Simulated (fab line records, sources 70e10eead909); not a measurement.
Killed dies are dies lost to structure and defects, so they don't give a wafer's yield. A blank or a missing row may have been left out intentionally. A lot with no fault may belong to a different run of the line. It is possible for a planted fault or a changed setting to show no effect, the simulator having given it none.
fab line records    flow nandHarc
record: lots: 7  wafers: 21  lastDay: 30
route steps=1302 shown A_M0@1146
lots with no fault: from the same line, run without faults
startH: the number of hours between the record's first day and the start of the first shown wafer of the lot    waitH: hours since the lot's step before    " same as the row above    L1.1+2: a row that stands for several wafers    - no value, or no start was given    * or withheld: withheld    < > ~ a bound
route shown NAME@n: a module of which the file shows steps, and the number in the route of the first    usual: mean and standard deviation over wafers with no fault    same: alike in all rows    chamber/n: place in a boat    sites: each site's reading    _std_site: how widely they spread, as a standard deviation    _edge_site: inner sites' mean taken away from outer sites' mean    radiusMm: for every site, how far away it sits from the centre of the wafer    mask NAME#n: copy n    behind: the tool/chamber that last shaped the wafer    hold: reason for holding the lot/hours on hold/outcome of the hold    device: the transistor (n, p or np) that didn't switch    end of line: the same wafers' tests at the end of the route    a step given without rows: its recipe and nothing more    killed: dies lost to structure and defects at the first sort, not the wafer's yield    map: dies across one wafer; x = killed, . = not, _ = none there
set.NAME: setting as actually run; set.NAME@STEP: the setting as run at that earlier step    model.NAME: the simulator's own value behind a step, which no gauge read
lots at selected steps of the route; one table per step, one row per wafer
services: when a tool's chamber went out of use (startH, in hours from the record's first day, below 0 if earlier), for how many hours, and the reason
== steps ==
step: NHARC_A_M0_DEVELOP_08
recipe: developTimeS: 35  devTempC: 23
step: NHARC_A_M0_CD_MEAS_09
recipe: targetCdNm: 80  landingEnergyEv: 500
usual: cdNm: 80.0/0.59
lot.wafer  tool      chamber  startH  waitH  cdNm
L835.3     cdSem-01  0        538.26  -      80.7
L835.5     "         0        "       "      80.6
L835.6     "         0        "       "      80.1
L832.1     cdSem-01  0        542.37  -      79.3
L832.3     "         0        "       "      79.1
L832.5     "         0        "       "      80.1
L836.2     cdSem-03  0        562.85  -      80.6
L836.3     "         0        "       "      80.5
L836.5     "         0        "       "      80.5
L838.2     cdSem-02  0        585.79  -      80.3
L838.3     "         0        "       "      79.9
L838.5     "         0        "       "      80.0
L839.1     cdSem-03  0        593.98  -      80.5
L839.3     "         0        "       "      80.2
L839.5     "         0        "       "      80.4
L844.2     cdSem-02  0        666.47  -      81.1
L844.3     "         0        "       "      80.8
L844.6     "         0        "       "      79.7
L847.2     cdSem-01  0        673.71  -      79.6
L847.4     "         0        "       "      80.2
L847.5     "         0        "       "      80.8
step: NHARC_A_M0_OVL_MEAS_10
recipe: pitchNm: 160
usual: overlayXNm: 0.3/0.8  overlayYNm: 0.2/0.81
lot.wafer  tool        chamber  startH  waitH  overlayXNm  overlayYNm
L835.3     overlay-02  -        538.35  -      -0.1        -0.5
L835.5     "           -        "       "      0.3         0.0
L835.6     "           -        "       "      0.0         0.0
L832.1     overlay-01  -        542.46  -      0.3         -0.5
L832.3     "           -        "       "      0.3         -0.2
L832.5     "           -        "       "      0.5         -0.4
L836.2     overlay-01  -        562.94  -      0.5         2.0
L836.3     "           -        "       "      0.0         1.5
L836.5     "           -        "       "      1.0         1.7
L838.2     overlay-02  -        585.87  -      -0.6        -0.3
L838.3     "           -        "       "      -0.4        -0.3
L838.5     "           -        "       "      -0.2        -0.3
L839.1     overlay-01  -        594.08  -      1.5         1.5
L839.3     "           -        "       "      1.9         1.5
L839.5     "           -        "       "      1.7         0.6
L844.2     overlay-02  -        666.56  -      0.9         -0.3
L844.3     "           -        "       "      0.8         -0.8
L844.6     "           -        "       "      1.3         -0.3
L847.2     overlay-01  -        673.79  -      0.1         0.5
L847.4     "           -        "       "      0.3         0.6
L847.5     "           -        "       "      0.5         0.2
step: NHARC_A_M0_INSPECT_11
usual: rawDefectCount: 81/36
lot.wafer  tool              chamber  startH  waitH  rawDefectCount
L835.3     defectInspect-02  -        538.38  0.0    90
L835.5     "                 -        "       "      92
L835.6     "                 -        "       "      104
L832.1     defectInspect-01  -        542.50  0.0    77
L832.3     "                 -        "       "      65
L832.5     "                 -        "       "      71
L836.2     defectInspect-01  -        562.97  0.0    81
L836.3     "                 -        "       "      80
L836.5     "                 -        "       "      88
L838.2     defectInspect-02  -        585.91  0.0    84
L838.3     "                 -        "       "      62
L838.5     "                 -        "       "      73
L839.1     defectInspect-02  -        594.11  0.0    157
L839.3     "                 -        "       "      182
L839.5     "                 -        "       "      177
L844.2     defectInspect-02  -        666.59  0.0    34
L844.3     "                 -        "       "      41
L844.6     "                 -        "       "      53
L847.2     defectInspect-02  -        673.83  0.0    28
L847.4     "                 -        "       "      31
L847.5     "                 -        "       "      31
step: NHARC_A_M0_DESCUM_14
recipe: timeS: 3  o2FlowSccm: 200  arFlowSccm: 0  biasPowerW: 0  chemistry: O2
step: NHARC_A_M0_ETCH_34
recipe: targetDepthA: 400  overetchA: 120  timeS: 43.94  ionEnergyEv: 200  n2FlowSccm: 150  h2FlowSccm: 150  arFlowSccm: 0  rfW: 400  biasW: 150  chemistry: N2/H2
step: NHARC_A_M0_ETCH_15
recipe: targetDepthA: 1500  overetchA: 150  timeS: 82.5  c4f8FlowSccm: withheld  arFlowSccm: 400  rfW: 600  biasW: 300  chemistry: C4F8/Ar
usual: oesProductAu: 0.943/0.022  rfVppV: 439.6/1.7
same: timeS: 82.5
lot.wafer  tool        chamber  startH  waitH  oesProductAu  rfHoursCounterH  rfVppV
L835.3     rieDiel-10  3        -       -      0.958         3.4              438.1
L835.5     "           2        "       "      0.978         -                440.5
L835.6     "           3        "       "      0.953         -                438.2
L832.3     rieDiel-10  2        -       -      0.978         4.1              440.3
L832.1     "           0        "       "      0.967         3.5              440.1
L832.5     "           1        "       "      0.988         -                437.1
L836.3     rieDiel-11  1        -       -      0.934         5.8              437.5
L836.2     "           0        "       "      0.930         5.7              443.2
L836.5     "           2        "       "      0.929         -                438.7
L838.3     rieDiel-10  1        -       -      0.930         5.6              439.8
L838.2     "           0        "       "      0.929         5.7              439.5
L838.5     "           2        "       "      0.920         -                440.9
L839.3     rieDiel-11  1        -       -      0.928         8.6              440.0
L839.1     "           3        "       "      0.923         8.7              441.1
L839.5     "           2        "       "      0.923         -                440.6
L844.3     rieDiel-02  0        -       -      0.958         7.0              441.4
L844.2     "           3        "       "      0.962         6.7              440.1
L844.6     "           1        "       "      0.965         -                437.7
L847.2     rieDiel-02  2        -       -      0.922         6.4              438.2
L847.4     "           1        "       "      0.915         -                439.4
L847.5     "           2        "       "      0.926         -                436.5
step: NHARC_A_M0_CD_MEAS_16
usual: cdNm: 80.1/0.61
lot.wafer  tool      chamber  startH  waitH  cdNm
L835.3     cdSem-02  -        538.75  -      79.8
L835.5     "         -        "       "      80.6
L835.6     "         -        "       "      80.2
L832.1     cdSem-03  -        542.86  -      79.6
L832.3     "         -        "       "      79.0
L832.5     "         -        "       "      80.5
L836.2     cdSem-03  -        563.33  -      80.5
L836.3     "         -        "       "      80.3
L836.5     "         -        "       "      81.4
L838.2     cdSem-01  -        586.27  -      81.0
L838.3     "         -        "       "      80.3
L838.5     "         -        "       "      80.3
L839.1     cdSem-02  -        594.48  -      80.7
L839.3     "         -        "       "      81.1
L839.5     "         -        "       "      81.0
L844.2     cdSem-01  -        666.96  -      80.5
L844.3     "         -        "       "      80.3
L844.6     "         -        "       "      79.6
L847.2     cdSem-01  -        674.22  -      79.6
L847.4     "         -        "       "      80.2
L847.5     "         -        "       "      80.0
step: NHARC_A_M0_STRIP_18
recipe: powerW: 1000  n2FlowSccm: 150  h2FlowSccm: 150  arFlowSccm: 0  biasW: 0  chemistry: N2/H2
usual: drypumpMotorCurrentA: 5.8/0.46  oesProductAu: 0.998/0.0077  rfVppV: 90.4/0.97  showerheadPlenumPTorr: 1.99/0.056  throttleValvePct: 14.172/0.0093
lot.wafer  tool        chamber  startH  waitH  drypumpMotorCurrentA  oesProductAu  rfHoursCounterH  rfVppV  showerheadPlenumPTorr  throttleValvePct
L835.3     rieDiel-10  3        538.84  0.1    6.2                   0.997         3.5              90.0    1.97                   14.169
L835.5     "           2        "       "      5.1                   0.994         -                91.6    2.02                   14.165
L835.6     "           3        "       "      6.2                   0.993         -                89.7    1.97                   14.167
L832.3     rieDiel-11  3        542.99  0.1    4.7                   0.994         5.5              91.4    2.06                   14.189
L832.1     "           0        "       "      6.3                   0.999         5.4              91.8    2.13                   14.164
L832.5     "           1        "       "      5.7                   0.996         -                90.1    1.99                   14.181
L836.2     rieDiel-02  1        563.41  0.1    5.6                   1.010         10.9             87.5    1.92                   14.166
L836.3     "           2        "       "      5.8                   0.991         11.1             89.5    1.91                   14.182
L836.5     "           2        "       "      5.8                   1.011         -                88.8    1.91                   14.178
L838.3     rieDiel-10  3        586.34  0.1    6.2                   0.995         5.6              89.4    1.97                   14.170
L838.2     "           0        "       "      6.1                   1.009         5.8              90.2    2.00                   14.175
L838.5     "           0        "       "      6.0                   1.008         -                90.2    2.00                   14.173
L839.3     rieDiel-02  3        594.61  0.1    5.6                   0.989         1.3              90.2    2.01                   14.171
L839.1     "           0        "       "      6.4                   0.992         1.9              90.9    2.01                   14.170
L839.5     "           1        "       "      5.6                   0.984         -                88.9    1.92                   14.170
L844.3     rieDiel-02  0        667.06  0.1    6.3                   0.987         7.1              91.2    2.01                   14.178
L844.2     "           1        "       "      5.6                   0.994         6.0              91.3    1.92                   14.174
L844.6     "           0        "       "      6.3                   0.983         -                89.1    2.01                   14.192
L847.4     rieDiel-10  1        674.32  0.1    5.6                   1.003         0.7              90.0    1.96                   14.169
L847.2     "           2        "       "      5.1                   0.994         2.1              91.0    2.02                   14.186
L847.5     "           1        "       "      5.6                   0.999         -                90.7    1.96                   14.171
step: NHARC_A_M0_STRIP_19
recipe: timeS: 600  tempC: 30  chemistry: postEtchResidueRemover
step: NHARC_A_M0_DEGAS_28
recipe: tempC: 250  timeS: 60
usual: heaterPowerW: 355/50
same: timeS: 60
lot.wafer  tool           chamber  startH  waitH  heaterPowerW
L835.3     pvdSputter-01  -        539.37  -      313
L835.5     "              -        "       "      444
L835.6     "              -        "       "      410
L832.1     pvdSputter-02  -        543.47  -      314
L832.3     "              -        "       "      375
L832.5     "              -        "       "      305
L836.2     pvdSputter-01  -        563.96  -      405
L836.3     "              -        "       "      316
L836.5     "              -        "       "      399
L838.3     pvdSputter-02  -        586.89  -      370
L838.2     "              -        "       "      302
L838.5     "              -        "       "      311
L839.3     pvdSputter-02  -        595.11  -      364
L839.1     "              -        "       "      310
L839.5     "              -        "       "      320
L844.3     pvdSputter-03  -        667.59  -      272
L844.2     "              -        "       "      386
L844.6     "              -        "       "      377
L847.2     pvdSputter-03  -        674.84  -      266
L847.4     "              -        "       "      390
L847.5     "              -        "       "      369
step: NHARC_A_M0_PRE_CLEAN_29
recipe: timeS: 30  tempC: 280  gas: H2/He
usual: heaterPowerW: 435/62
same: timeS: 30
lot.wafer  tool           chamber  startH  waitH  heaterPowerW
L835.3     pvdSputter-01  -        -       -      398
L835.6     "              -        "       "      395
L835.5     "              -        "       "      414
L832.1     pvdSputter-02  -        -       -      379
L832.3     "              -        "       "      408
L832.5     "              -        "       "      392
L836.2     pvdSputter-01  -        -       -      555
L836.3     "              -        "       "      494
L836.5     "              -        "       "      562
L838.3     pvdSputter-02  -        -       -      462
L838.2     "              -        "       "      411
L838.5     "              -        "       "      456
L839.3     pvdSputter-02  -        -       -      452
L839.1     "              -        "       "      385
L839.5     "              -        "       "      407
L844.2     pvdSputter-03  -        -       -      482
L844.3     "              -        "       "      474
L844.6     "              -        "       "      339
L847.2     pvdSputter-03  -        -       -      482
L847.4     "              -        "       "      376
L847.5     "              -        "       "      334
step: NHARC_A_M0_PVD_20
recipe: targetThkA: 50  biasV: 168.6  powerW: 15000  chamberPressurePa: 0.12  timeS: 8.06  substrateTempC: 50  material: TaN
usual: biasV: 168.7/1.7  cathodeDcPowerW: 15001/2.7  throttleValvePct: 29.8/1.4  timeS: 8.06/0
lot.wafer  tool           chamber  startH  waitH  biasV  cathodeDcPowerW  throttleValvePct  timeS
L835.3     pvdSputter-01  -        539.49  -      167.8  14994            28.8              8.06
L835.6     "              -        "       "      169.1  15004            27.8              8.06
L835.5     "              -        "       "      169.7  15000            28.5              8.06
L832.3     pvdSputter-02  -        543.60  -      169.2  15000            31.7              8.06
L832.1     "              -        "       "      164.8  14998            31.0              8.06
L832.5     "              -        "       "      166.7  15003            27.4              8.06
L836.3     pvdSputter-01  -        564.06  -      -      -                -                 -
L836.2     "              -        "       "      -      -                -                 -
L836.5     "              -        "       "      -      -                -                 -
L838.3     pvdSputter-02  -        587.00  -      -      -                -                 -
L838.2     "              -        "       "      -      -                -                 -
L838.5     "              -        "       "      -      -                -                 -
L839.3     pvdSputter-02  -        595.23  -      -      -                -                 -
L839.1     "              -        "       "      -      -                -                 -
L839.5     "              -        "       "      -      -                -                 -
L844.2     pvdSputter-03  -        667.72  -      168.9  15001            31.8              8.06
L844.3     "              -        "       "      166.9  15000            29.6              8.06
L844.6     "              -        "       "      168.4  14996            29.5              8.06
L847.2     pvdSputter-03  -        674.96  -      171.1  15000            31.4              8.06
L847.4     "              -        "       "      168.4  15000            29.7              8.06
L847.5     "              -        "       "      172.7  15001            31.1              8.06
step: NHARC_A_M0_PVD_21
recipe: targetThkA: 300  chamberPressurePa: 5  powerW: 5000  substrateTempC: 30  timeS: 20.49  material: Cu
usual: cathodeDcPowerW: 5000.0/0.86  chamberPressurePa: 5.000/0.0099  throttleValvePct: 30.0/1.5
same: timeS: 20.49
lot.wafer  tool           chamber  startH  waitH  cathodeDcPowerW  chamberPressurePa  throttleValvePct
L835.3     pvdSputter-01  -        -       -      5000.7           4.985              29.3
L835.6     "              -        "       "      5000.1           4.992              28.7
L835.5     "              -        "       "      5000.6           4.985              29.3
L832.3     pvdSputter-02  -        -       -      4999.5           5.011              27.6
L832.1     "              -        "       "      5000.8           5.008              31.5
L832.5     "              -        "       "      4999.7           5.000              31.2
L836.2     pvdSputter-01  -        -       -      5000.8           4.989              27.7
L836.3     "              -        "       "      4999.4           5.015              28.4
L836.5     "              -        "       "      5002.2           5.005              29.6
L838.3     pvdSputter-02  -        -       -      4999.5           5.004              31.2
L838.2     "              -        "       "      5000.3           5.007              27.5
L838.5     "              -        "       "      5001.2           4.997              30.9
L839.3     pvdSputter-02  -        -       -      5000.7           4.999              27.4
L839.1     "              -        "       "      4999.5           4.989              30.8
L839.5     "              -        "       "      4999.8           5.000              31.6
L844.2     pvdSputter-03  -        -       -      4998.9           4.979              31.1
L844.3     "              -        "       "      5000.5           5.009              29.6
L844.6     "              -        "       "      4999.4           5.004              31.3
L847.2     pvdSputter-03  -        -       -      4998.1           5.006              29.5
L847.4     "              -        "       "      4999.6           4.998              32.0
L847.5     "              -        "       "      4999.3           4.996              29.4
== services ==
tool           chamber  startH  hours  kind
pvdSputter-03  -        515.15  2.8    repair
pvdSputter-03  -        526.05  10.0   pm
rieDiel-10     0        526.50  -      clean
rieDiel-10     1        526.50  -      clean
rieDiel-10     2        526.50  -      clean
rieDiel-10     3        526.50  -      clean
rieDiel-10     0        551.00  -      clean
rieDiel-10     1        551.00  -      clean
rieDiel-10     2        551.00  -      clean
rieDiel-10     3        551.00  -      clean
pvdSputter-03  -        566.62  3.5    repair
rieDiel-02     -        570.70  9.0    pm
rieDiel-10     0        575.50  -      clean
rieDiel-10     1        575.50  -      clean
rieDiel-10     -        596.50  9.0    pm
pvdSputter-01  -        603.91  10.0   pm
rieDiel-11     -        609.50  9.0    pm
rieDiel-10     1        617.30  48.2   repair
pvdSputter-02  -        638.69  10.0   pm
pvdSputter-03  -        639.22  3.3    repair
rieDiel-11     0        643.75  1.4    repair
rieDiel-11     2        661.46  5.6    repair
pvdSputter-01  -        662.93  1.2    repair
rieDiel-02     3        673.97  3.8    repair
== key ==
firstSign: step: NHARC_A_M0_PVD_20  reading: toolRecord  direction: missing
effect none on later readings
metAt NHARC_A_M0_PVD_20
struckWafers L836.2,L836.3,L836.5,L838.2,L838.3,L838.5,L839.1,L839.3,L839.5
laterRowsLeftOut L836.2,L836.3,L836.5,L838.2,L838.3,L838.5,L839.1,L839.3,L839.5
sortLeftOut L836.2,L836.3,L836.5,L838.2,L838.3,L838.5,L839.1,L839.3,L839.5
onsetBetween 543.60 564.06
fault: kind: skippedStepWhole  tool: pvdSputter-01,pvdSputter-02  chamber: -  onsetH: 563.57  steps: NHARC_A_M0_PVD_20  scope: struckLotsOnly
sortLeftOut: the simulated sort isn't trusted on such a fault, so these wafers' sort isn't shown, and their yield isn't known
laterRowsLeftOut: the simulator's readings of these wafers behind a module that went badly wrong aren't trusted and aren't shown, but for the sort
